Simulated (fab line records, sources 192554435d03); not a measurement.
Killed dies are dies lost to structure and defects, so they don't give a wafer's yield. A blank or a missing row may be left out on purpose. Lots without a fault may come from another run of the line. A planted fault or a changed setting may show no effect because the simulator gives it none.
One fault seen from 2 desks | flow n5_finfet | each desk has only its own numbers; what lay behind them comes last

THE DEFECT DESK
What the inspections along the route counted, lot by lot: means of the sampled wafers that have a number. A lot is out of limits, marked OUT, if its mean lies more than 4 standard deviations from the usual mean; the brackets give that distance.
Columns: A = raw_defect_count at N5_BEOL_M13_INSPECT_12, usual 2.3
lot  | first seen here | A
L409 | day 12 00:37    | 2.0
L410 | day 12 16:41    | 2.3
L412 | day 13 13:04    | 1.0
L414 | day 14 04:01    | 2.0
L422 | day 16 06:06    | 3.7
L423 | day 16 09:17    | 1.0
L425 | day 16 17:52    | 2.0
L427 | day 17 00:29    | 2.0
L431 | day 17 07:52    | 2.7
L428 | day 17 19:17    | 2.0
L429 | day 18 06:26    | 3.7
This desk's finding: nothing out of limits on any of the 11 lots.

THE TOOL OWNER'S DESK: litho_track-05
The tool's own readings at N5_BEOL_M13_COAT_66 (time 60 s, resist thk 110 nm): means of the sampled wafers that have a number, for each lot that ran on this tool. A lot is out of limits, marked OUT, if its mean lies more than 4 standard deviations from the usual mean; the brackets give that distance.
Columns: A = spin_speed_rpm at N5_BEOL_M13_COAT_66, usual 1500.0 rpm
lot  | first seen here | A
L409 | day 12 01:22    | 1499.6
L410 | day 12 17:17    | 1500.2
L422 | day 16 06:50    | 1675.2 (+99 or more) OUT
L423 | day 16 09:56    | 1673.5 (+99 or more) OUT
This desk's finding: out of limits on L422, L423; first on L422, day 16 06:50 (spin_speed_rpm at N5_BEOL_M13_COAT_66). In limits: L409, L410.

PUT TOGETHER
The tool owner's desk could have raised an alarm at day 16 06:50, on L422, L423.
The defect desk saw nothing out of limits.
The defect desk has L422, L423 on record, within its limits.
Of the lots named, all ran N5_BEOL_M13_COAT_66 on litho_track-05.

WHAT THE SIMULATOR HAD PUT IN
Process parameter drift: litho_track-05, from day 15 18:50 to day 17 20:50, at N5_BEOL_M13_COAT_66. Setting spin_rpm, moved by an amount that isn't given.
Lots struck among those shown: L422, L423.
Hours from the fault's start to each desk's first reading out of limits: the tool owner's desk, 12.
